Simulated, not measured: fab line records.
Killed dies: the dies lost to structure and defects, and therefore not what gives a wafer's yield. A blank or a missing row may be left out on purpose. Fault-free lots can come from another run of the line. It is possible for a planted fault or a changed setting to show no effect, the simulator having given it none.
fab line records ; flow n5-finfet
[record] lots = 6; wafers = 18; last-day = 17
route steps=1938 shown BEOL_M0_SAQP@645 BEOL_M4@1111
lots that met no fault: from a run of the same line without faults
start-h: the number of hours between the record's first day and the start of the first shown wafer of the lot ; wait-h: hours elapsed since this lot's preceding step ; " as in the row above ; L1.1+2: a row that stands for several wafers ; - no value present, or no start provided ; * or withheld: withheld ; < > ~ a bound
route shown NAME@n: names a module that has steps shown in the file, with the first one's number in the route ; usual: mean/standard deviation taken from wafers without a fault ; same: alike in all rows ; chamber/n: place in a boat ; sites: each site's reading ; _std_site: the values' standard deviation ; _edge_site: mean of outer sites minus mean of inner sites ; radius-mm: how far each site lies from the wafer's centre ; mask NAME#n: copy n ; behind: the tool/chamber that last shaped the wafer ; hold: cause of the lot's hold/its duration in hours/its outcome ; device: transistor that didn't switch, given as n, p or np ; end of line: tests of these same wafers at the route's end ; for a step that has no rows: nothing shown but its recipe ; killed: the dies lost at the first sort to structure and to defects; this is not the yield of the wafer ; map: the dies of a wafer, with x for killed, . for not killed, _ for no die there
set.NAME: the setting the step ran with; set.NAME@STEP: the setting that earlier step ran with ; model.NAME: the simulator's own value behind a step, which no gauge read
lots seen at some steps along the route; tables by step, rows by wafer
services: a tool's chamber out of use, with start hour (start-h, from the record's first day; less than 0 if before it), hours out, and reason
[[steps]]
[step N5_BEOL_M0_SAQP_SOFTBAKE_09]
[recipe] temp-c = 110; time-s = 60; resist = CAR-ArF
[step N5_BEOL_M0_SAQP_EXPOSE_11]
[recipe] mask-id = M0_CORE; na = 1.35; source-shape = dipole; sigma-inner = 0.538; sigma-outer = 0.738; polarization = te; target-cd-nm = 42; dose-mj = 55
[step N5_BEOL_M0_SAQP_PEB_12]
[recipe] peb-temp-c = withheld; peb-time-s = 60; resist = CAR-ArF
[step N5_BEOL_M0_SAQP_DEVELOP_13]
[recipe] develop-time-s = 30; developer = TMAH; resist = CAR-ArF; dev-temp-c = 23; rinse-liquid = diw; dry = air-spin
[step N5_BEOL_M0_SAQP_CD_MEAS_14]
[recipe] target-cd-nm = 42.5; landing-energy-ev = 500; detector = se-inlens
[usual] cd-nm = 42.5/0.31
lot.wafer;tool;chamber;start-h;wait-h;cd-nm
L344.1;cd-sem-01;0;136.39;-;42.1
L344.3;cd-sem-01;0;136.39;-;42.4
L344.6;cd-sem-01;0;136.39;-;42.1
L345.2;cd-sem-02;0;139.45;-;42.5
L345.3;cd-sem-02;0;139.45;-;42.9
L345.5;cd-sem-02;0;139.45;-;42.7
L358.1;cd-sem-03;0;219.09;-;42.4
L358.2;cd-sem-03;0;219.09;-;42.7
L358.5;cd-sem-03;0;219.09;-;42.4
L359.2;cd-sem-01;0;227.00;-;41.9
L359.3;cd-sem-01;0;227.00;-;42.0
L359.5;cd-sem-01;0;227.00;-;41.9
L360.2;cd-sem-01;0;236.97;-;42.8
L360.3;cd-sem-01;0;236.97;-;42.2
L360.6;cd-sem-01;0;236.97;-;42.5
L361.1;cd-sem-03;0;249.51;-;42.7
L361.2;cd-sem-03;0;249.51;-;42.4
L361.5;cd-sem-03;0;249.51;-;42.4
[step N5_BEOL_M0_SAQP_OVL_MEAS_15]
[recipe] points-per-wafer = 44
[usual] M0_CORE_OVL = 0.2/0.81
lot.wafer;tool;chamber;start-h;wait-h;M0_CORE_OVL[nm]
L344.1;overlay-02;0;136.42;0.0;-1.1
L344.3;overlay-02;0;136.42;0.0;-0.2
L344.6;overlay-02;0;136.42;0.0;1.1
L345.2;overlay-02;0;139.48;0.0;0.1
L345.3;overlay-02;0;139.48;0.0;1.7
L345.5;overlay-02;0;139.48;0.0;0.6
L358.1;overlay-01;0;219.12;0.0;-1.1
L358.2;overlay-01;0;219.12;0.0;1.2
L358.5;overlay-01;0;219.12;0.0;0.1
L359.2;overlay-01;0;227.03;0.0;1.2
L359.3;overlay-01;0;227.03;0.0;-0.4
L359.5;overlay-01;0;227.03;0.0;0.6
L360.2;overlay-01;0;237.00;0.0;0.9
L360.3;overlay-01;0;237.00;0.0;0.5
L360.6;overlay-01;0;237.00;0.0;0.4
L361.1;overlay-01;0;249.54;0.0;1.5
L361.2;overlay-01;0;249.54;0.0;-0.4
L361.5;overlay-01;0;249.54;0.0;0.9
[step N5_BEOL_M0_SAQP_INSPECT_16]
[recipe] mode = adi; inspect-instrument = brightfield
[usual] raw-defect-count = 558/150
lot.wafer;tool;chamber;start-h;wait-h;raw-defect-count
L344.1;defect-inspect-01;-;136.45;0.0;667
L344.3;defect-inspect-01;-;136.45;0.0;543
L344.6;defect-inspect-01;-;136.45;0.0;673
L345.2;defect-inspect-01;-;139.51;0.0;454
L345.3;defect-inspect-01;-;139.51;0.0;683
L345.5;defect-inspect-01;-;139.51;0.0;401
L358.1;defect-inspect-02;-;219.14;0.0;476
L358.2;defect-inspect-02;-;219.14;0.0;471
L358.5;defect-inspect-02;-;219.14;0.0;604
L359.2;defect-inspect-02;-;227.05;0.0;393
L359.3;defect-inspect-02;-;227.05;0.0;399
L359.5;defect-inspect-02;-;227.05;0.0;313
L360.2;defect-inspect-02;-;237.02;0.0;362
L360.3;defect-inspect-02;-;237.02;0.0;364
L360.6;defect-inspect-02;-;237.02;0.0;524
L361.1;defect-inspect-01;-;249.56;0.0;693
L361.2;defect-inspect-01;-;249.56;0.0;721
L361.5;defect-inspect-01;-;249.56;0.0;866
[step N5_BEOL_M0_SAQP_DESCUM_19]
[recipe] chemistry = O2; time-s = 7.9; source-power-w = 50; bias-power-w = 20; pressure-mtorr = 20; rf-frequency-hz = 2.712e+07; temp-c = 40; resist = CAR-ArF; o2-flow-sccm = 225
[usual] drypump-motor-current-A = 5.7/0.48; oes-product-au = 0.80/0.088; rf-vpp-V = 243.0/1.4; showerhead-plenum-p-Torr = 2.08/0.063; throttle-valve-pct = 20.31/0.14
lot.wafer;tool;chamber;start-h;wait-h;drypump-motor-current-A;oes-product-au;rf-hours-counter-h;rf-vpp-V;showerhead-plenum-p-Torr;throttle-valve-pct
L344.1;rie-diel-06;3;136.58;0.1;5.9;0.87;36;243.8;2.05;20.19
L344.3;rie-diel-06;2;136.58;0.1;5.7;0.69;-;241.9;2.07;20.22
L344.6;rie-diel-06;3;136.58;0.1;5.9;0.88;-;242.0;2.05;20.18
L345.2;rie-diel-02;0;139.56;0.1;5.9;0.72;207;243.0;2.07;20.47
L345.3;rie-diel-02;3;139.56;0.1;5.5;0.71;194;242.1;2.17;20.43
L345.5;rie-diel-02;3;139.56;0.1;5.6;0.71;-;244.3;2.17;20.42
L358.1;rie-diel-06;2;219.57;0.4;5.6;0.68;230;241.4;2.07;20.23
L358.2;rie-diel-06;3;219.57;0.4;5.9;0.83;65;242.5;2.04;20.22
L358.5;rie-diel-06;3;219.57;0.4;5.9;0.83;-;243.1;2.04;20.21
L359.2;rie-diel-06;3;228.37;1.3;5.9;0.83;70;241.6;2.04;20.23
L359.3;rie-diel-06;1;228.37;1.3;6.6;0.87;63;245.0;2.20;20.39
L359.5;rie-diel-06;1;228.37;1.3;6.6;0.86;-;246.1;2.20;20.42
L360.2;rie-diel-02;3;237.05;0.0;5.6;0.68;220;245.3;2.16;20.48
L360.3;rie-diel-02;1;237.05;0.0;6.0;0.94;16;242.9;2.05;20.27
L360.6;rie-diel-02;0;237.05;0.0;5.9;0.70;-;242.5;2.06;20.50
L361.1;rie-diel-01;3;249.60;0.0;4.7;0.80;113;241.6;2.02;20.27
L361.2;rie-diel-01;2;249.60;0.0;4.9;0.79;95;244.4;2.04;20.28
L361.5;rie-diel-01;2;249.60;0.0;4.9;0.80;-;242.3;2.04;20.28
[step N5_BEOL_M0_SAQP_ETCH_83]
[recipe] chemistry = CF4; target = SiARC; target-depth-a = 390; mask-material = CAR-ArF; time-s = 65; ion-energy-ev = 80; pressure-mtorr = 40; source-w = 545; bias-w = 36; Ar_flow_sccm = 100; cf4-flow-sccm = 100; ends = cleared
[usual] drypump-motor-current-A = 5.7/0.47; etch-rf-on-time-s = 65.0/0.95; oes-product-au = 0.68/0.074; rf-vpp-V = 183.9/1.1; showerhead-plenum-p-Torr = 2.13/0.064; throttle-valve-pct = 15.47/0.16
lot.wafer;tool;chamber;start-h;wait-h;drypump-motor-current-A;etch-rf-on-time-s;oes-product-au;rf-hours-counter-h;rf-vpp-V;showerhead-plenum-p-Torr;throttle-valve-pct
L344.1;rie-diel-06;3;136.64;0.0;5.9;63.8;0.76;36;183.3;2.09;15.29
L344.3;rie-diel-06;2;136.64;0.0;5.7;65.8;0.60;-;183.8;2.12;15.41
L344.6;rie-diel-06;3;136.64;0.0;5.9;63.3;0.76;-;184.4;2.09;15.27
L345.2;rie-diel-02;0;139.60;0.0;5.9;65.4;0.61;207;184.2;2.12;15.68
L345.3;rie-diel-02;3;139.60;0.0;5.6;65.9;0.60;194;186.3;2.20;15.65
L345.5;rie-diel-02;3;139.60;0.0;5.6;65.6;0.60;-;185.4;2.20;15.63
L358.1;rie-diel-06;2;219.61;0.0;5.6;66.7;0.59;230;184.8;2.11;15.46
L358.2;rie-diel-06;3;219.61;0.0;5.9;64.1;0.72;65;183.9;2.08;15.33
L358.5;rie-diel-06;3;219.61;0.0;5.9;64.8;0.72;-;181.8;2.08;15.34
L359.2;rie-diel-06;3;228.40;0.0;5.9;64.2;0.71;70;183.5;2.08;15.35
L359.3;rie-diel-06;1;228.40;0.0;6.6;66.0;0.73;63;184.4;2.25;15.55
L359.5;rie-diel-06;1;228.40;0.0;6.6;65.3;0.73;-;184.3;2.25;15.53
L360.2;rie-diel-02;3;237.09;0.0;5.6;65.1;0.59;220;184.2;2.20;15.70
L360.3;rie-diel-02;1;237.09;0.0;6.1;63.9;0.80;16;182.8;2.10;15.42
L360.6;rie-diel-02;0;237.09;0.0;5.9;64.3;0.60;-;182.9;2.11;15.75
L361.1;rie-diel-01;3;249.63;0.0;4.7;64.1;0.69;113;183.0;2.06;15.41
L361.2;rie-diel-01;2;249.63;0.0;5.0;63.5;0.68;95;182.9;2.08;15.40
L361.5;rie-diel-01;2;249.63;0.0;4.9;64.4;0.67;-;183.9;2.08;15.40
[step N5_BEOL_M0_SAQP_ETCH_84]
[recipe] chemistry = N2/H2; target = SOC; target-depth-a = 1000; overetch-a = 200; mask-material = SiARC; temp-c = 40; time-s = 150; ion-energy-ev = 200; pressure-mtorr = 30; source-w = 840; bias-w = 150; n2-flow-sccm = 200; h2-flow-sccm = 200
[usual] drypump-motor-current-A = 5.7/0.47; oes-product-au = 0.72/0.073; rf-vpp-V = 523.4/2.4; showerhead-plenum-p-Torr = 2.53/0.079; throttle-valve-pct = 17.72/0.19
lot.wafer;tool;chamber;start-h;wait-h;drypump-motor-current-A;oes-product-au;rf-hours-counter-h;rf-vpp-V;showerhead-plenum-p-Torr;throttle-valve-pct
L344.1;rie-diel-06;3;136.71;0.1;5.9;0.79;36;524.0;2.48;17.51
L344.3;rie-diel-06;2;136.71;0.1;5.7;0.63;-;523.5;2.52;17.67
L344.6;rie-diel-06;3;136.71;0.1;5.9;0.78;-;521.4;2.48;17.52
L345.2;rie-diel-02;0;139.65;0.0;5.9;0.64;207;523.2;2.52;17.85
L345.3;rie-diel-02;3;139.65;0.0;5.6;0.64;194;524.0;2.64;17.95
L345.5;rie-diel-02;3;139.65;0.0;5.6;0.63;-;527.0;2.64;17.94
L358.1;rie-diel-06;2;219.66;0.0;5.7;0.62;230;522.8;2.51;17.71
L358.2;rie-diel-06;3;219.66;0.0;5.9;0.75;65;521.2;2.47;17.58
L358.5;rie-diel-06;3;219.66;0.0;5.9;0.75;-;521.4;2.47;17.57
L359.2;rie-diel-06;3;228.45;0.0;5.9;0.74;70;522.5;2.47;17.58
L359.3;rie-diel-06;1;228.45;0.0;6.6;0.78;63;528.1;2.68;17.82
L359.5;rie-diel-06;1;228.45;0.0;6.6;0.77;-;527.3;2.68;17.82
L360.2;rie-diel-02;3;237.14;0.0;5.6;0.62;220;525.9;2.63;17.98
L360.3;rie-diel-02;1;237.14;0.0;6.1;0.83;16;523.0;2.48;17.59
L360.6;rie-diel-02;0;237.14;0.0;5.9;0.62;-;523.3;2.51;17.91
L361.1;rie-diel-01;3;249.68;0.0;4.7;0.71;113;520.5;2.46;17.65
L361.2;rie-diel-01;2;249.68;0.0;5.0;0.71;95;520.8;2.47;17.70
L361.5;rie-diel-01;2;249.68;0.0;5.0;0.71;-;524.2;2.47;17.69
[step N5_BEOL_M0_SAQP_STRIP_80]
[recipe] chemistry = N2/H2; temp-c = 40; n2-flow-sccm = 200; h2-flow-sccm = 200; rf-frequency-hz = 6e+07
[step N5_BEOL_M0_SAQP_HM_OPEN_112]
[recipe] chemistry = CHF3/O2; target = SiO2; stop-on = a-Si; target-depth-a = 120; over-etch-frac = 1.25; mask-material = SOC; time-s = 13.5; pressure-mtorr = 30; source-w = 650; bias-w = 170; Ar_flow_sccm = 200; CHF3_flow_sccm = 50; O2_flow_sccm = 5; ion-energy-ev = 200; ends = end-point
[usual] drypump-motor-current-A = 5.7/0.48; oes-product-au = 0.52/0.054; rf-vpp-V = 523/6.3; showerhead-plenum-p-Torr = 2.39/0.074; throttle-valve-pct = 18.69/0.17
lot.wafer;tool;chamber;start-h;wait-h;drypump-motor-current-A;oes-product-au;rf-hours-counter-h;rf-vpp-V;showerhead-plenum-p-Torr;throttle-valve-pct
L344.1;rie-diel-06;3;136.87;0.0;5.9;0.57;36;522;2.36;18.53
L344.3;rie-diel-06;2;136.87;0.0;5.7;0.46;-;524;2.39;18.60
L344.6;rie-diel-06;3;136.87;0.0;5.9;0.57;-;521;2.36;18.52
L345.2;rie-diel-02;0;139.75;0.0;5.9;0.48;207;519;2.39;18.92
L345.3;rie-diel-02;3;139.75;0.0;5.5;0.46;194;525;2.48;18.84
L345.5;rie-diel-02;3;139.75;0.0;5.6;0.45;-;525;2.48;18.83
L358.1;rie-diel-06;2;219.76;0.0;5.6;0.46;230;524;2.38;18.64
L358.2;rie-diel-06;3;219.76;0.0;5.9;0.54;65;519;2.35;18.58
L358.5;rie-diel-06;3;219.76;0.0;5.9;0.55;-;521;2.35;18.59
L359.2;rie-diel-06;3;228.56;0.0;5.9;0.54;70;521;2.34;18.61
L359.3;rie-diel-06;1;228.56;0.0;6.6;0.56;63;538;2.54;18.83
L359.5;rie-diel-06;1;228.56;0.0;6.6;0.55;-;537;2.54;18.83
L360.2;rie-diel-02;3;237.25;0.0;5.6;0.45;220;526;2.47;18.86
L360.3;rie-diel-02;1;237.25;0.0;6.0;0.61;16;518;2.37;18.73
L360.6;rie-diel-02;0;237.25;0.0;5.9;0.46;-;519;2.38;18.97
L361.1;rie-diel-01;3;249.79;0.0;4.7;0.53;113;523;2.32;18.61
L361.2;rie-diel-01;2;249.79;0.0;4.9;0.52;95;522;2.33;18.60
L361.5;rie-diel-01;2;249.79;0.0;4.9;0.52;-;522;2.33;18.59
[step N5_BEOL_M0_SAQP_STRIP_113]
[recipe] chemistry = CHF3/O2; resist = SiARC; rf-frequency-hz = 6e+07
lot.wafer;tool;chamber;start-h;wait-h;model.SiARC_of_BEOL_M0_SAQP_COAT_82.thk-nm
L344.1;rie-diel-06;3;136.95;0.1;4.6
L344.3;rie-diel-06;2;136.95;0.1;5.2
L344.6;rie-diel-06;3;136.95;0.1;4.8
L345.2+5;rie-diel-02;0,3;139.81;0.0;5.4
L345.3;rie-diel-02;3;139.81;0.0;5.6
L358.1+2+5;rie-diel-06;2,3,3;219.82;0.0;0
L359.2+3+5;rie-diel-06;3,1,1;228.61;0.0;0
L360.2+3+6;rie-diel-02;3,1,0;237.30;0.0;0
L361.1+2+5;rie-diel-01;3,2,2;249.84;0.0;0
[step N5_BEOL_M0_SAQP_MANDREL_ETCH_20]
[recipe] target-depth-a = 600; chemistry = HBr/Cl2; target = a-Si; stop-on = SiNx; bt-time-s = 10; mask-material = SOC; over-etch-frac = 0.5; time-s = 30; pressure-mtorr = 10; icp-w = 800; bias-w = 75; HBr_flow_sccm = 150; Cl2_flow_sccm = 80; ends = end-point
[usual] drypump-motor-current-A = 5.8/0.45; oes-product-au = 0.771/0.012; throttle-valve-pct = 35.55/0.22
lot.wafer;tool;chamber;start-h;wait-h;drypump-motor-current-A;oes-product-au;rf-hours-counter-h;throttle-valve-pct
L344.1;rie-si-04;0;136.98;0.0;5.5;0.769;6;35.24
L344.3;rie-si-04;3;136.98;0.0;6.2;0.750;7;35.08
L344.6;rie-si-04;2;136.98;0.0;6.0;0.775;-;35.67
L345.2;rie-si-05;1;139.84;0.0;6.3;0.770;139;35.69
L345.3;rie-si-05;3;139.84;0.0;6.1;0.779;125;35.75
L345.5;rie-si-05;0;139.84;0.0;6.0;0.773;-;35.63
L358.1;rie-si-05;0;219.85;0.0;6.0;0.754;48;35.67
L358.2;rie-si-05;3;219.85;0.0;6.1;0.781;126;35.76
L358.5;rie-si-05;0;219.85;0.0;6.0;0.769;-;35.64
L359.2;rie-si-04;2;228.64;0.0;6.0;0.755;1;35.54
L359.3;rie-si-04;0;228.64;0.0;5.5;0.767;8;35.22
L359.5;rie-si-04;1;228.64;0.0;4.8;0.766;-;35.60
L360.2;rie-si-05;1;237.34;0.0;6.3;0.761;141;35.68
L360.3;rie-si-05;3;237.34;0.0;6.1;0.786;126;35.74
L360.6;rie-si-05;0;237.34;0.0;6.0;0.779;-;35.63
L361.1;rie-si-05;1;249.87;0.0;6.3;0.752;141;35.68
L361.2;rie-si-05;0;249.87;0.0;6.0;0.767;48;35.63
L361.5;rie-si-05;1;249.87;0.0;6.3;0.770;-;35.65
[step N5_BEOL_M4_RC_MEAS_101]
[usual] DIBL_N = 35.9/1.3; DIBL_P = 35.9/1.6; IOFF_N = 0.156/0.022; IOFF_P = 0.205/0.023; ION_N = 675/9; ION_P = 463/5.6; SS_N = 71.4/0.57; SS_P = 73.1/0.52; VT_N = 249.7/2.8; VT_P = -250.2/2.5
lot.wafer;tool;chamber;start-h;wait-h;DIBL_N[mV/V];DIBL_P[mV/V];IOFF_N[nA/um];IOFF_P[nA/um];ION_N[uA/um];ION_P[uA/um];SS_N[mV/dec];SS_P[mV/dec];VT_N[mV];VT_P[mV]
L344.1;prober-01;0;199.93;0.0;36.0;35.8;0.161;0.212;682;470;70.8;72.8;248.5;-247.7
L344.3;prober-01;0;199.93;0.0;37.1;36.7;0.189;0.236;702;479;71.8;73.6;247.4;-245.4
L344.6;prober-01;0;199.93;0.0;36.0;35.4;0.159;0.209;681;467;71.4;72.6;246.7;-248.9
L345.2;prober-02;0;199.94;0.2;33.1;33.5;0.113;0.175;666;466;71.0;72.9;256.7;-249.9
L345.3;prober-02;0;199.94;0.2;36.0;36.2;0.151;0.211;679;466;71.2;73.3;251.8;-249.5
L345.5;prober-02;0;199.94;0.2;33.5;33.2;0.120;0.171;663;457;71.6;72.5;256.4;-251.0
L358.1;prober-01;0;293.29;0.0;35.6;37.9;0.147;0.197;663;460;71.5;73.8;253.8;-252.6
L358.2;prober-01;0;293.29;0.0;34.8;36.6;0.135;0.178;673;462;71.2;72.7;253.5;-253.9
L358.5;prober-01;0;293.29;0.0;35.9;38.0;0.150;0.199;669;456;72.1;73.5;255.1;-250.2
L360.2;prober-02;0;293.60;0.2;37.3;37.5;0.163;0.212;674;463;71.9;74.0;247.9;-250.3
L360.3;prober-02;0;293.60;0.2;35.7;34.9;0.136;0.186;664;460;71.4;72.8;254.4;-251.4
L360.6;prober-02;0;293.60;0.2;37.6;37.6;0.170;0.212;677;460;72.2;74.1;249.2;-249.7
L359.2;prober-01;0;302.94;0.2;34.1;35.3;0.140;0.187;669;453;71.1;72.6;250.7;-250.7
L359.3;prober-01;0;302.94;0.2;32.8;34.4;0.122;0.172;664;456;71.0;72.3;252.6;-252.9
L359.5;prober-01;0;302.94;0.2;34.4;35.5;0.141;0.191;665;456;71.6;73.1;251.8;-251.7
L361.1;prober-01;0;314.14;0.0;35.4;34.5;0.134;0.196;669;466;71.3;72.6;251.3;-248.1
L361.2;prober-01;0;314.14;0.0;37.2;36.4;0.151;0.222;664;460;71.8;72.9;250.6;-248.3
L361.5;prober-01;0;314.14;0.0;35.4;34.5;0.128;0.197;669;471;71.4;72.8;253.1;-250.1
[[services]]
tool;chamber;start-h;hours;kind
rie-diel-02;2;112.90;-;clean
rie-diel-02;2;112.90;-;consumable-replace:focus-ring
rie-diel-02;2;112.90;18.0;scheduled-down
rie-diel-02;2;112.90;18.0;vent-cycle
rie-diel-06;0;115.84;5.3;repair
rie-diel-06;0;121.19;-;clean
rie-diel-06;0;121.19;-;consumable-replace:focus-ring
rie-diel-06;0;121.19;21.9;scheduled-down
rie-diel-06;0;121.19;21.9;vent-cycle
rie-diel-06;1;128.14;16.7;repair
rie-diel-02;1;131.21;-;clean
rie-diel-02;1;131.21;-;consumable-replace:focus-ring
rie-diel-02;1;131.21;37.2;scheduled-down
rie-diel-02;1;131.21;37.2;vent-cycle
rie-diel-02;2;132.32;6.3;repair
rie-diel-06;2;142.69;23.3;repair
rie-si-04;1;143.87;14.4;repair
rie-si-05;2;144.24;-;clean
rie-si-05;2;144.24;-;consumable-replace:esc
rie-si-05;0;170.73;16.1;repair
rie-si-04;0;180.94;4.3;repair
rie-si-05;3;185.26;9.6;repair
rie-diel-02;-;215.56;14.6;pm
rie-diel-01;-;231.04;0.4;repair
[[key]]
first-sign none at tools or gauges
[model-effect] step = N5_BEOL_M0_SAQP_STRIP_113; value = SiARC_of_BEOL_M0_SAQP_COAT_82.thk-nm; without = 0; struck = 5.167
met-at N5_BEOL_M0_SAQP_STRIP_113
struck-wafers L344.1,L344.3,L344.6,L345.2,L345.3,L345.5
[fault] kind = skipped-step-whole; tool = rie-diel-02,rie-diel-06; chamber = -; onset-h = 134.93; steps = N5_BEOL_M0_SAQP_STRIP_113; scope = struck-lots-only
